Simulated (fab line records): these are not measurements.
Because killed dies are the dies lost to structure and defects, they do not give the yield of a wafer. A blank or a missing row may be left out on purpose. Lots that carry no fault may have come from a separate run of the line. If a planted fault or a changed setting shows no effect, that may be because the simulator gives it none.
Which of the tools did it? || flow n5Finfet || 72 wafers from 24 lots sampled at 4 of the route's 1938 steps

== WHAT THE GAUGES READ, wafer by wafer ==
N5_MOL_CONTACT_COAG_THK_MEAS_29. Usual: for MD_CAP_THK the level is 17.90 nm and the standard deviation is 0.089.
{"lot": "L076", "measured": "day 5 18:59", "on": "filmMetro-01", "MD_CAP_THK (nm)": "18.00 17.95 17.86", "flag": ""}
{"lot": "L075", "measured": "day 5 20:23", "on": "filmMetro-02", "MD_CAP_THK (nm)": "18.04 17.90 17.79", "flag": ""}
{"lot": "L077", "measured": "day 6 02:27", "on": "filmMetro-02", "MD_CAP_THK (nm)": "17.95 17.92 17.89", "flag": ""}
{"lot": "L078", "measured": "day 6 07:16", "on": "filmMetro-01", "MD_CAP_THK (nm)": "17.93 17.90 18.09", "flag": ""}
{"lot": "L074", "measured": "day 6 09:22", "on": "filmMetro-01", "MD_CAP_THK (nm)": "17.83 17.76 17.81", "flag": ""}
{"lot": "L079", "measured": "day 6 09:41", "on": "filmMetro-01", "MD_CAP_THK (nm)": "17.91 17.97 17.84", "flag": ""}
{"lot": "L080", "measured": "day 6 13:17", "on": "filmMetro-02", "MD_CAP_THK (nm)": "17.91 17.95 17.78", "flag": ""}
{"lot": "L081", "measured": "day 6 16:01", "on": "filmMetro-01", "MD_CAP_THK (nm)": "17.92 18.02 17.93", "flag": ""}
{"lot": "L082", "measured": "day 7 01:22", "on": "filmMetro-02", "MD_CAP_THK (nm)": "17.93 17.99 17.95", "flag": ""}
{"lot": "L083", "measured": "day 7 09:05", "on": "filmMetro-02", "MD_CAP_THK (nm)": "17.73 17.91 17.87", "flag": ""}
{"lot": "L084", "measured": "day 7 16:01", "on": "filmMetro-02", "MD_CAP_THK (nm)": "17.79 17.81 17.79", "flag": ""}
{"lot": "L085", "measured": "day 7 21:04", "on": "filmMetro-01", "MD_CAP_THK (nm)": "17.94 17.99 17.82", "flag": ""}
{"lot": "L086", "measured": "day 8 08:01", "on": "filmMetro-01", "MD_CAP_THK (nm)": "17.88 17.92 17.97", "flag": ""}
{"lot": "L087", "measured": "day 8 15:19", "on": "filmMetro-01", "MD_CAP_THK (nm)": "17.91 17.73 17.81", "flag": ""}
{"lot": "L088", "measured": "day 8 16:48", "on": "filmMetro-01", "MD_CAP_THK (nm)": "17.81 17.92 18.03", "flag": ""}
{"lot": "L090", "measured": "day 8 21:31", "on": "filmMetro-02", "MD_CAP_THK (nm)": "17.93 18.04 18.08", "flag": ""}
{"lot": "L089", "measured": "day 9 02:40", "on": "filmMetro-01", "MD_CAP_THK (nm)": "17.80 17.88 18.12", "flag": ""}
{"lot": "L091", "measured": "day 9 12:02", "on": "filmMetro-01", "MD_CAP_THK (nm)": "17.99 17.91 17.89", "flag": ""}
{"lot": "L092", "measured": "day 9 13:10", "on": "filmMetro-01", "MD_CAP_THK (nm)": "17.92 17.91 17.83", "flag": ""}
{"lot": "L093", "measured": "day 9 17:50", "on": "filmMetro-02", "MD_CAP_THK (nm)": "17.86 17.93 17.94", "flag": ""}
{"lot": "L094", "measured": "day 10 02:28", "on": "filmMetro-02", "MD_CAP_THK (nm)": "17.86 17.93 17.97", "flag": ""}
{"lot": "L095", "measured": "day 10 10:12", "on": "filmMetro-02", "MD_CAP_THK (nm)": "17.87 18.04 17.89", "flag": ""}
{"lot": "L096", "measured": "day 10 18:20", "on": "filmMetro-02", "MD_CAP_THK (nm)": "17.80 17.77 17.77", "flag": ""}
{"lot": "L097", "measured": "day 11 02:07", "on": "filmMetro-02", "MD_CAP_THK (nm)": "17.98 17.82 17.77", "flag": ""}

N5_MOL_CONTACT_COAG_INSPECT_57: inspects for defects (brightfield). Usual: rawDefectCount reads 197 (standard deviation 56).
{"lot": "L076", "measured": "day 5 21:04", "on": "defectInspect-02", "rawDefectCount": "192 283 282", "flag": ""}
{"lot": "L075", "measured": "day 5 21:26", "on": "defectInspect-01", "rawDefectCount": "140 150 95", "flag": ""}
{"lot": "L077", "measured": "day 6 04:08", "on": "defectInspect-01", "rawDefectCount": "200 140 131", "flag": ""}
{"lot": "L078", "measured": "day 6 08:14", "on": "defectInspect-02", "rawDefectCount": "143 240 128", "flag": ""}
{"lot": "L074", "measured": "day 6 10:20", "on": "defectInspect-01", "rawDefectCount": "133 179 247", "flag": ""}
{"lot": "L079", "measured": "day 6 10:49", "on": "defectInspect-01", "rawDefectCount": "168 132 144", "flag": ""}
{"lot": "L080", "measured": "day 6 14:15", "on": "defectInspect-02", "rawDefectCount": "256 327 225", "flag": ""}
{"lot": "L081", "measured": "day 6 17:10", "on": "defectInspect-01", "rawDefectCount": "140 119 133", "flag": ""}
{"lot": "L082", "measured": "day 7 02:27", "on": "defectInspect-01", "rawDefectCount": "172 177 209", "flag": ""}
{"lot": "L083", "measured": "day 7 10:04", "on": "defectInspect-01", "rawDefectCount": "151 184 172", "flag": ""}
{"lot": "L084", "measured": "day 7 16:59", "on": "defectInspect-01", "rawDefectCount": "314 299 221", "flag": ""}
{"lot": "L085", "measured": "day 7 22:03", "on": "defectInspect-01", "rawDefectCount": "220 197 146", "flag": ""}
{"lot": "L086", "measured": "day 8 09:07", "on": "defectInspect-02", "rawDefectCount": "168 201 164", "flag": ""}
{"lot": "L087", "measured": "day 8 16:17", "on": "defectInspect-02", "rawDefectCount": "241 157 256", "flag": ""}
{"lot": "L088", "measured": "day 8 17:53", "on": "defectInspect-01", "rawDefectCount": "153 191 150", "flag": ""}
{"lot": "L090", "measured": "day 9 01:20", "on": "defectInspect-02", "rawDefectCount": "187 282 215", "flag": ""}
{"lot": "L089", "measured": "day 9 03:43", "on": "defectInspect-02", "rawDefectCount": "103 137 132", "flag": ""}
{"lot": "L091", "measured": "day 9 14:01", "on": "defectInspect-02", "rawDefectCount": "262 351 239", "flag": ""}
{"lot": "L092", "measured": "day 9 14:31", "on": "defectInspect-01", "rawDefectCount": "161 134 155", "flag": ""}
{"lot": "L093", "measured": "day 9 19:11", "on": "defectInspect-01", "rawDefectCount": "214 230 169", "flag": ""}
{"lot": "L094", "measured": "day 10 03:34", "on": "defectInspect-02", "rawDefectCount": "156 138 135", "flag": ""}
{"lot": "L095", "measured": "day 10 12:28", "on": "defectInspect-01", "rawDefectCount": "212 312 193", "flag": ""}
{"lot": "L096", "measured": "day 10 20:40", "on": "defectInspect-02", "rawDefectCount": "195 187 220", "flag": ""}
{"lot": "L097", "measured": "day 11 03:05", "on": "defectInspect-02", "rawDefectCount": "262 193 159", "flag": ""}

N5_MOL_CONTACT_COAG_CD_MEAS_40: the cd target is 25.1 nm. Usual: cdNm reads 25.00 nm (standard deviation 0.23).
{"lot": "L076", "measured": "day 5 22:53", "on": "cdSem-02", "cdNm (nm)": "25.26 25.19 25.00", "flag": ""}
{"lot": "L075", "measured": "day 5 23:04", "on": "cdSem-02", "cdNm (nm)": "24.83 24.89 24.62", "flag": ""}
{"lot": "L077", "measured": "day 6 05:31", "on": "cdSem-02", "cdNm (nm)": "25.31 24.75 25.10", "flag": ""}
{"lot": "L078", "measured": "day 6 09:39", "on": "cdSem-02", "cdNm (nm)": "25.30 25.25 24.91", "flag": ""}
{"lot": "L074", "measured": "day 6 11:48", "on": "cdSem-03", "cdNm (nm)": "24.71 25.02 24.70", "flag": ""}
{"lot": "L079", "measured": "day 6 12:02", "on": "cdSem-01", "cdNm (nm)": "25.15 24.90 24.82", "flag": ""}
{"lot": "L080", "measured": "day 6 15:52", "on": "cdSem-02", "cdNm (nm)": "25.35 24.77 24.97", "flag": ""}
{"lot": "L081", "measured": "day 6 18:34", "on": "cdSem-01", "cdNm (nm)": "24.70 25.11 25.00", "flag": ""}
{"lot": "L082", "measured": "day 7 03:53", "on": "cdSem-01", "cdNm (nm)": "25.04 24.95 24.86", "flag": ""}
{"lot": "L083", "measured": "day 7 11:29", "on": "cdSem-03", "cdNm (nm)": "24.71 25.28 25.21", "flag": ""}
{"lot": "L084", "measured": "day 7 18:44", "on": "cdSem-02", "cdNm (nm)": "24.66 24.79 24.62", "flag": ""}
{"lot": "L085", "measured": "day 7 23:32", "on": "cdSem-01", "cdNm (nm)": "24.75 25.04 24.75", "flag": ""}
{"lot": "L086", "measured": "day 8 11:04", "on": "cdSem-02", "cdNm (nm)": "25.26 24.98 24.97", "flag": ""}
{"lot": "L087", "measured": "day 8 17:26", "on": "cdSem-03", "cdNm (nm)": "25.13 25.18 25.04", "flag": ""}
{"lot": "L088", "measured": "day 8 19:43", "on": "cdSem-01", "cdNm (nm)": "25.13 24.85 24.98", "flag": ""}
{"lot": "L090", "measured": "day 9 02:40", "on": "cdSem-01", "cdNm (nm)": "24.81 24.91 25.27", "flag": ""}
{"lot": "L089", "measured": "day 9 05:00", "on": "cdSem-01", "cdNm (nm)": "24.85 25.07 25.16", "flag": ""}
{"lot": "L091", "measured": "day 9 15:22", "on": "cdSem-02", "cdNm (nm)": "25.03 24.91 25.19", "flag": ""}
{"lot": "L092", "measured": "day 9 15:58", "on": "cdSem-03", "cdNm (nm)": "25.35 25.07 25.17", "flag": ""}
{"lot": "L093", "measured": "day 9 20:26", "on": "cdSem-01", "cdNm (nm)": "24.74 24.89 24.83", "flag": ""}
{"lot": "L094", "measured": "day 10 04:58", "on": "cdSem-01", "cdNm (nm)": "25.05 25.06 25.72", "flag": ""}
{"lot": "L095", "measured": "day 10 13:45", "on": "cdSem-03", "cdNm (nm)": "24.59 24.57 25.04", "flag": ""}
{"lot": "L096", "measured": "day 10 21:56", "on": "cdSem-01", "cdNm (nm)": "24.95 24.85 25.10", "flag": ""}
{"lot": "L097", "measured": "day 11 04:23", "on": "cdSem-02", "cdNm (nm)": "25.28 25.02 24.93", "flag": ""}

== EACH LOT AND THE TOOL THAT RAN IT (in order: tool; ch and the chambers of the sampled wafers; start) ==
{"lot": "L076", "N5_MOL_CONTACT_COAG_DESCUM_88": "rieDiel-05 ch 1,2, day 5 21:07"}
{"lot": "L075", "N5_MOL_CONTACT_COAG_DESCUM_88": "rieDiel-01 ch 0,1,2, day 5 21:28"}
{"lot": "L077", "N5_MOL_CONTACT_COAG_DESCUM_88": "rieDiel-05 ch 0,1,2, day 6 04:10"}
{"lot": "L078", "N5_MOL_CONTACT_COAG_DESCUM_88": "rieDiel-01 ch 1,2, day 6 08:16"}
{"lot": "L074", "N5_MOL_CONTACT_COAG_DESCUM_88": "rieDiel-05 ch 2,3, day 6 10:40"}
{"lot": "L079", "N5_MOL_CONTACT_COAG_DESCUM_88": "rieDiel-03 ch 2,3, day 6 10:53"}
{"lot": "L080", "N5_MOL_CONTACT_COAG_DESCUM_88": "rieDiel-01 ch 0,3, day 6 14:26"}
{"lot": "L081", "N5_MOL_CONTACT_COAG_DESCUM_88": "rieDiel-03 ch 2,3, day 6 17:26"}
{"lot": "L082", "N5_MOL_CONTACT_COAG_DESCUM_88": "rieDiel-03 ch 0,3, day 7 02:38"}
{"lot": "L083", "N5_MOL_CONTACT_COAG_DESCUM_88": "rieDiel-05 ch 1,2,3, day 7 10:06"}
{"lot": "L084", "N5_MOL_CONTACT_COAG_DESCUM_88": "rieDiel-01 ch 2,3, day 7 17:22"}
{"lot": "L085", "N5_MOL_CONTACT_COAG_DESCUM_88": "rieDiel-03 ch 0,1, day 7 22:05"}
{"lot": "L086", "N5_MOL_CONTACT_COAG_DESCUM_88": "rieDiel-01 ch 0,1,3, day 8 09:09"}
{"lot": "L087", "N5_MOL_CONTACT_COAG_DESCUM_88": "rieDiel-03 ch 0,2,3, day 8 16:19"}
{"lot": "L088", "N5_MOL_CONTACT_COAG_DESCUM_88": "rieDiel-03 ch 2,3, day 8 18:05"}
{"lot": "L090", "N5_MOL_CONTACT_COAG_DESCUM_88": "rieDiel-05 ch 1,2,3, day 9 01:25"}
{"lot": "L089", "N5_MOL_CONTACT_COAG_DESCUM_88": "rieDiel-01 ch 0,2,3, day 9 03:45"}
{"lot": "L091", "N5_MOL_CONTACT_COAG_DESCUM_88": "rieDiel-03 ch 0,2,3, day 9 14:07"}
{"lot": "L092", "N5_MOL_CONTACT_COAG_DESCUM_88": "rieDiel-01 ch 0,2,3, day 9 14:33"}
{"lot": "L093", "N5_MOL_CONTACT_COAG_DESCUM_88": "rieDiel-03 ch 0,1,3, day 9 19:17"}
{"lot": "L094", "N5_MOL_CONTACT_COAG_DESCUM_88": "rieDiel-01 ch 0,1, day 10 03:35"}
{"lot": "L095", "N5_MOL_CONTACT_COAG_DESCUM_88": "rieDiel-05 ch 0,1,2, day 10 12:30"}
{"lot": "L096", "N5_MOL_CONTACT_COAG_DESCUM_88": "rieDiel-01 ch 0,2,3, day 10 20:42"}
{"lot": "L097", "N5_MOL_CONTACT_COAG_DESCUM_88": "rieDiel-05 ch 0,2,3, day 11 03:07"}
- N5_MOL_CONTACT_COAG_DESCUM_88: chemistry O2, time 7 s.

== AS READ BY THE TOOLS THEMSELVES (means over the sampled wafers that have a number; for cases with no such wafer, the mark the record gives instead) ==
N5_MOL_CONTACT_COAG_DESCUM_88. Usual: drypumpMotorCurrentA 5.5 A, standard deviation 0.52; oesProductAu 0.79 a.u., standard deviation 0.066; rfVppV 243.6 V, standard deviation 1.3; showerheadPlenumPTorr 2.13 Torr, standard deviation 0.067; throttleValvePct 20.54 %, standard deviation 0.22.
{"lot": "L076", "tool": "rieDiel-05", "drypumpMotorCurrentA (A)": 5.6, "oesProductAu (a.u.)": 0.91, "rfVppV (V)": 243.9, "showerheadPlenumPTorr (Torr)": 2.16, "throttleValvePct (%)": 20.37, "flag": ""}
{"lot": "L075", "tool": "rieDiel-01", "drypumpMotorCurrentA (A)": 5.5, "oesProductAu (a.u.)": 0.82, "rfVppV (V)": 244.6, "showerheadPlenumPTorr (Torr)": 2.15, "throttleValvePct (%)": 20.45, "flag": ""}
{"lot": "L077", "tool": "rieDiel-05", "drypumpMotorCurrentA (A)": 5.8, "oesProductAu (a.u.)": 0.89, "rfVppV (V)": 243.6, "showerheadPlenumPTorr (Torr)": 2.10, "throttleValvePct (%)": 20.51, "flag": ""}
{"lot": "L078", "tool": "rieDiel-01", "drypumpMotorCurrentA (A)": 5.0, "oesProductAu (a.u.)": 0.78, "rfVppV (V)": 243.3, "showerheadPlenumPTorr (Torr)": 2.18, "throttleValvePct (%)": 20.66, "flag": ""}
{"lot": "L074", "tool": "rieDiel-05", "drypumpMotorCurrentA (A)": 4.9, "oesProductAu (a.u.)": 0.89, "rfVppV (V)": 245.4, "showerheadPlenumPTorr (Torr)": 2.22, "throttleValvePct (%)": 20.46, "flag": ""}
{"lot": "L079", "tool": "rieDiel-03", "drypumpMotorCurrentA (A)": 5.6, "oesProductAu (a.u.)": 0.76, "rfVppV (V)": 242.5, "showerheadPlenumPTorr (Torr)": 2.08, "throttleValvePct (%)": 20.84, "flag": ""}
{"lot": "L080", "tool": "rieDiel-01", "drypumpMotorCurrentA (A)": 5.7, "oesProductAu (a.u.)": 0.76, "rfVppV (V)": 244.0, "showerheadPlenumPTorr (Torr)": 2.14, "throttleValvePct (%)": 20.24, "flag": ""}
{"lot": "L081", "tool": "rieDiel-03", "drypumpMotorCurrentA (A)": 6.0, "oesProductAu (a.u.)": 0.73, "rfVppV (V)": 242.1, "showerheadPlenumPTorr (Torr)": 2.04, "throttleValvePct (%)": 20.81, "flag": ""}
{"lot": "L082", "tool": "rieDiel-03", "drypumpMotorCurrentA (A)": 5.9, "oesProductAu (a.u.)": 0.74, "rfVppV (V)": 242.5, "showerheadPlenumPTorr (Torr)": 2.12, "throttleValvePct (%)": 20.54, "flag": ""}
{"lot": "L083", "tool": "rieDiel-05", "drypumpMotorCurrentA (A)": 5.3, "oesProductAu (a.u.)": 0.87, "rfVppV (V)": 244.5, "showerheadPlenumPTorr (Torr)": 2.16, "throttleValvePct (%)": 20.43, "flag": ""}
{"lot": "L084", "tool": "rieDiel-01", "drypumpMotorCurrentA (A)": 5.2, "oesProductAu (a.u.)": 0.72, "rfVppV (V)": 244.9, "showerheadPlenumPTorr (Torr)": 2.17, "throttleValvePct (%)": 20.46, "flag": ""}
{"lot": "L085", "tool": "rieDiel-03", "drypumpMotorCurrentA (A)": 5.5, "oesProductAu (a.u.)": 0.77, "rfVppV (V)": 244.1, "showerheadPlenumPTorr (Torr)": 2.16, "throttleValvePct (%)": 20.46, "flag": ""}
{"lot": "L086", "tool": "rieDiel-01", "drypumpMotorCurrentA (A)": 5.7, "oesProductAu (a.u.)": 0.79, "rfVppV (V)": 244.3, "showerheadPlenumPTorr (Torr)": 2.13, "throttleValvePct (%)": 20.33, "flag": ""}
{"lot": "L087", "tool": "rieDiel-03", "drypumpMotorCurrentA (A)": 5.8, "oesProductAu (a.u.)": 0.73, "rfVppV (V)": 242.5, "showerheadPlenumPTorr (Torr)": 2.10, "throttleValvePct (%)": 20.72, "flag": ""}
{"lot": "L088", "tool": "rieDiel-03", "drypumpMotorCurrentA (A)": 5.6, "oesProductAu (a.u.)": 0.74, "rfVppV (V)": 242.2, "showerheadPlenumPTorr (Torr)": 2.08, "throttleValvePct (%)": 20.87, "flag": ""}
{"lot": "L090", "tool": "rieDiel-05", "drypumpMotorCurrentA (A)": 5.3, "oesProductAu (a.u.)": 0.84, "rfVppV (V)": 243.7, "showerheadPlenumPTorr (Torr)": 2.15, "throttleValvePct (%)": 20.45, "flag": ""}
{"lot": "L089", "tool": "rieDiel-01", "drypumpMotorCurrentA (A)": 5.6, "oesProductAu (a.u.)": 0.74, "rfVppV (V)": 243.7, "showerheadPlenumPTorr (Torr)": 2.15, "throttleValvePct (%)": 20.42, "flag": ""}
{"lot": "L091", "tool": "rieDiel-03", "drypumpMotorCurrentA (A)": 5.8, "oesProductAu (a.u.)": 0.72, "rfVppV (V)": 243.4, "showerheadPlenumPTorr (Torr)": 2.09, "throttleValvePct (%)": 20.74, "flag": ""}
{"lot": "L092", "tool": "rieDiel-01", "drypumpMotorCurrentA (A)": 5.5, "oesProductAu (a.u.)": 0.74, "rfVppV (V)": 243.1, "showerheadPlenumPTorr (Torr)": 2.15, "throttleValvePct (%)": 20.44, "flag": ""}
{"lot": "L093", "tool": "rieDiel-03", "drypumpMotorCurrentA (A)": 5.7, "oesProductAu (a.u.)": 0.74, "rfVppV (V)": 242.2, "showerheadPlenumPTorr (Torr)": 2.09, "throttleValvePct (%)": 20.60, "flag": ""}
{"lot": "L094", "tool": "rieDiel-01", "drypumpMotorCurrentA (A)": 5.6, "oesProductAu (a.u.)": 0.83, "rfVppV (V)": 244.3, "showerheadPlenumPTorr (Torr)": 2.13, "throttleValvePct (%)": 20.42, "flag": ""}
{"lot": "L095", "tool": "rieDiel-05", "drypumpMotorCurrentA (A)": 5.8, "oesProductAu (a.u.)": 0.84, "rfVppV (V)": 243.0, "showerheadPlenumPTorr (Torr)": 2.09, "throttleValvePct (%)": 20.54, "flag": ""}
{"lot": "L096", "tool": "rieDiel-01", "drypumpMotorCurrentA (A)": 5.5, "oesProductAu (a.u.)": 0.73, "rfVppV (V)": 244.6, "showerheadPlenumPTorr (Torr)": 2.14, "throttleValvePct (%)": 20.45, "flag": ""}
{"lot": "L097", "tool": "rieDiel-05", "drypumpMotorCurrentA (A)": 5.5, "oesProductAu (a.u.)": 0.82, "rfVppV (V)": 243.1, "showerheadPlenumPTorr (Torr)": 2.15, "throttleValvePct (%)": 20.59, "flag": ""}

== THE ANSWER, worked out from the rows above alone ==
Rule: a lot is off if the mean of its wafers that have a number lies more than 3 standard deviations from the usual mean. A lot without any number at a reading at which 4 lots or more have one is off too. Where the step has rows for the other lots, those lots are counted as sound. The gauges are gone through in route order, then the tools' own readings, and for those a lot's mean is taken as printed above. At the first step where some lot is off, the reading lying furthest off is the one used; lots without a number count as furthest.
No lot is off at any reading shown: from this, nothing can be told.

== WHAT WAS PUT IN BY THE SIMULATOR ==
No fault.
